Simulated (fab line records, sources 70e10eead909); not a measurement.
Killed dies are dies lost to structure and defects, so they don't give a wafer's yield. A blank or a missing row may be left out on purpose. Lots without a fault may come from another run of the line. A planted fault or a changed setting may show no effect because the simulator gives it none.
Which tool did it? | flow nand_harc | 11 lots, 33 wafers sampled, at 6 steps of a route of 1302

WHAT THE GAUGES READ, wafer by wafer
NHARC_P_ZERO_WELL_CD_MEAS_52: target cd 2000 nm.
lot  | measured     | on        | cd_nm (nm)
L137 | day 2 03:20  | cd_sem-02 | 2001.1 2001.1 2000.8
L138 | day 2 12:04  | cd_sem-02 | 1999.7 1999.5 1998.4
L140 | day 3 07:55  | cd_sem-03 | 1999.5 1999.9 2000.7
L141 | day 3 17:40  | cd_sem-02 | 1850.7 1848.2 1849.8
L146 | day 5 20:12  | cd_sem-02 | 2001.7 2001.2 2000.8
L152 | day 8 08:04  | cd_sem-01 | 2000.1 2001.9 2002.8
L154 | day 9 03:36  | cd_sem-01 | 2001.1 2000.1 2000.3
L156 | day 9 23:44  | cd_sem-02 | 1999.8 1999.2 1999.8
L157 | day 10 09:52 | cd_sem-03 | 1999.8 2002.0 2001.7
L158 | day 10 20:47 | cd_sem-02 | 2000.6 2000.6 1999.0
L160 | day 11 15:52 | cd_sem-03 | 1998.5 1999.9 2001.1

NHARC_P_STI_INSPECT_25.
lot  | measured     | on                | raw_defect_count
L137 | day 4 01:10  | defect_inspect-01 | 87 165 143
L138 | day 4 17:38  | defect_inspect-02 | 255 323 142
L140 | day 5 07:16  | defect_inspect-01 | 169 115 132
L141 | day 5 15:16  | defect_inspect-01 | 346 228 284
L146 | day 8 01:38  | defect_inspect-01 | 164 277 188
L152 | day 10 03:19 | defect_inspect-02 | 128 163 178
L154 | day 10 19:16 | defect_inspect-01 | 334 275 329
L156 | day 11 21:13 | defect_inspect-01 | 264 288 237
L157 | day 12 13:38 | defect_inspect-01 | 131 138 172
L158 | day 12 17:47 | defect_inspect-01 | 204 154 147
L160 | day 13 10:41 | defect_inspect-01 | 258 230 325

NHARC_END_SORT_01.
lot  | measured     | on        | killed_at_array | killed_at_other | killed_at_periphery | killed_dies | killed_open | killed_short
L141 | day 25 18:08 | prober-01 | 85              | 0               | 6                   | 91          | 3           | 2

WHICH TOOL RAN EACH LOT (tool, then ch and the chambers of the sampled wafers, then the start)
lot  | NHARC_P_ZERO_WELL_ETCH_65          | NHARC_P_ZERO_WELL_EXPOSE_49       | NHARC_P_GATE_HM_DEP_102
L137 | rie_diel-02 ch 0,2, day 1 21:36    | krf_scanner-01 ch 0, day 2 03:11  | acl_dep-02 ch 0, day 4 23:07
L138 | rie_diel-02 ch 0,2,3, day 2 07:36  | krf_scanner-03 ch 0, day 2 11:55  | acl_dep-01 ch 0, day 5 15:18
L140 | rie_diel-02 ch 0,3, day 3 03:21    | krf_scanner-01 ch 0, day 3 07:46  | acl_dep-02 ch 0, day 6 04:46
L141 | rie_diel-02 ch 1,2,3, day 3 13:29  | krf_scanner-01 ch 0, day 3 17:30  | acl_dep-03 ch 0, day 6 13:50
L146 | rie_diel-02 ch 1,2, day 5 15:40    | krf_scanner-04 ch 0, day 5 20:03  | acl_dep-03 ch 0, day 9 03:55
L152 | rie_diel-04 ch 0,2,3, day 8 03:30  | krf_scanner-01 ch 0, day 8 07:55  | acl_dep-03 ch 0, day 11 01:34
L154 | rie_diel-02 ch 0,2,3, day 8 23:29  | krf_scanner-03 ch 0, day 9 03:27  | acl_dep-01 ch 0, day 11 19:55
L156 | rie_diel-11 ch 2,3, day 9 19:30    | krf_scanner-01 ch 0, day 9 23:35  | acl_dep-01 ch 0, day 12 19:08
L157 | rie_diel-11 ch 1,2,3, day 10 05:29 | krf_scanner-04 ch 0, day 10 09:43 | acl_dep-01 ch 0, day 13 11:05
L158 | rie_diel-02 ch 0,1,2, day 10 15:22 | krf_scanner-01 ch 0, day 10 20:38 | acl_dep-01 ch 0, day 13 14:59
L160 | rie_diel-02 ch 1,3, day 11 11:29   | krf_scanner-01 ch 0, day 11 15:42 | acl_dep-02 ch 0, day 14 08:08
- NHARC_P_ZERO_WELL_ETCH_65: etches the open film in N2/H2, target depth 80 nm, overetch 24 nm, time 87.88 s.
- NHARC_P_ZERO_WELL_EXPOSE_49: exposes mask P HVPW, target cd 2000 nm.
- NHARC_P_GATE_HM_DEP_102: deposits aC, target thk 120 nm.

WHAT THE TOOLS THEMSELVES READ (means of the sampled wafers that have a number; where no wafer has one, the mark that the record gives instead)
NHARC_P_ZERO_WELL_ETCH_65.
lot  | tool        | bias_w (W) | drypump_motor_current_A (A) | mfc_ar_sccm (sccm) | oes_product_au (a.u.) | rf_fwd_power_W (W) | rf_vpp_V (V) | showerhead_plenum_p_Torr (Torr) | throttle_valve_pct (%)
L137 | rie_diel-02 | 149.6      | 5.88                        | 0.018              | 0.990                 | 397.7              | 429.1        | 1.99                            | 14.167
L138 | rie_diel-02 | 150.3      | 5.62                        | 0.021              | 0.995                 | 397.9              | 429.9        | 2.03                            | 14.180
L140 | rie_diel-02 | 150.2      | 5.35                        | 0.025              | 0.992                 | 397.7              | 431.2        | 2.07                            | 14.170
L141 | rie_diel-02 | 149.9      | 5.68                        | 0.032              | 1.000                 | 397.9              | 431.8        | 2.12                            | 14.171
L146 | rie_diel-02 | 149.8      | 5.94                        | 0.028              | 0.994                 | 396.9              | 431.8        | 2.07                            | 14.171
L152 | rie_diel-04 | 150.0      | 5.52                        | 0.001              | 1.008                 | 396.2              | 431.9        | 2.09                            | 14.172
L154 | rie_diel-02 | 149.9      | 5.63                        | 0.021              | 0.990                 | 398.0              | 429.5        | 2.01                            | 14.172
L156 | rie_diel-11 | 149.9      | 5.74                        | 0.027              | 1.000                 | 397.3              | 431.6        | 2.07                            | 14.171
L157 | rie_diel-11 | 150.3      | 5.76                        | 0.019              | 1.003                 | 397.5              | 428.7        | 2.01                            | 14.173
L158 | rie_diel-02 | 150.1      | 5.81                        | 0.019              | 0.998                 | 397.1              | 430.5        | 2.04                            | 14.180
L160 | rie_diel-02 | 150.3      | 5.42                        | 0.035              | 0.994                 | 397.1              | 433.7        | 2.13                            | 14.165

NHARC_P_ZERO_WELL_EXPOSE_49.
lot  | tool           | reticle_temp_C (C)
L137 | krf_scanner-01 | 22.99
L138 | krf_scanner-03 | 22.93
L140 | krf_scanner-01 | 23.05
L141 | krf_scanner-01 | 23.07
L146 | krf_scanner-04 | 23.00
L152 | krf_scanner-01 | 23.14
L154 | krf_scanner-03 | 22.94
L156 | krf_scanner-01 | 23.01
L157 | krf_scanner-04 | 22.94
L158 | krf_scanner-01 | 22.98
L160 | krf_scanner-01 | 23.21

NHARC_P_GATE_HM_DEP_102.
lot  | tool       | throttle_valve_pct (%)
L137 | acl_dep-02 | 35.001
L138 | acl_dep-01 | 35.006
L140 | acl_dep-02 | 34.998
L141 | acl_dep-03 | 35.000
L146 | acl_dep-03 | 34.998
L152 | acl_dep-03 | 34.992
L154 | acl_dep-01 | 35.001
L156 | acl_dep-01 | 34.998
L157 | acl_dep-01 | 34.996
L158 | acl_dep-01 | 34.994
L160 | acl_dep-02 | 35.005

THE ANSWER, worked out from the rows above alone
Rule: what is usual is taken from the lots themselves. Put in order of their means at a reading, lots are off if they are a third of the lots or fewer, leave a main group of 4 or more, and stand apart from it by a gap of 3 or more times the standard deviation of the main group's means; of several such gaps the widest counts. A main group whose means are all the same, to the digits that the tables above print for the reading, isn't used. A lot without any number at a reading at which 4 lots or more have one is off too. The other lots that the step has rows for count as sound. The gauges are gone through in route order, then the tools' own readings, and for those a lot's mean is taken as printed above. The first step at which some lot is off is used, and at that step the reading that is off furthest; a lot without a number counts as furthest.
Off: L141, at NHARC_P_ZERO_WELL_CD_MEAS_52 (cd_nm). The main group: mean 2000.4 nm, standard deviation 0.76.
A tool fits if, at a process step before that reading, it ran every lot that is off, and no sound lot after the first of them. The gauges at NHARC_P_ZERO_WELL_CD_MEAS_52 are tried like those tools. None of those tried fits.

WHAT THE SIMULATOR HAD PUT IN
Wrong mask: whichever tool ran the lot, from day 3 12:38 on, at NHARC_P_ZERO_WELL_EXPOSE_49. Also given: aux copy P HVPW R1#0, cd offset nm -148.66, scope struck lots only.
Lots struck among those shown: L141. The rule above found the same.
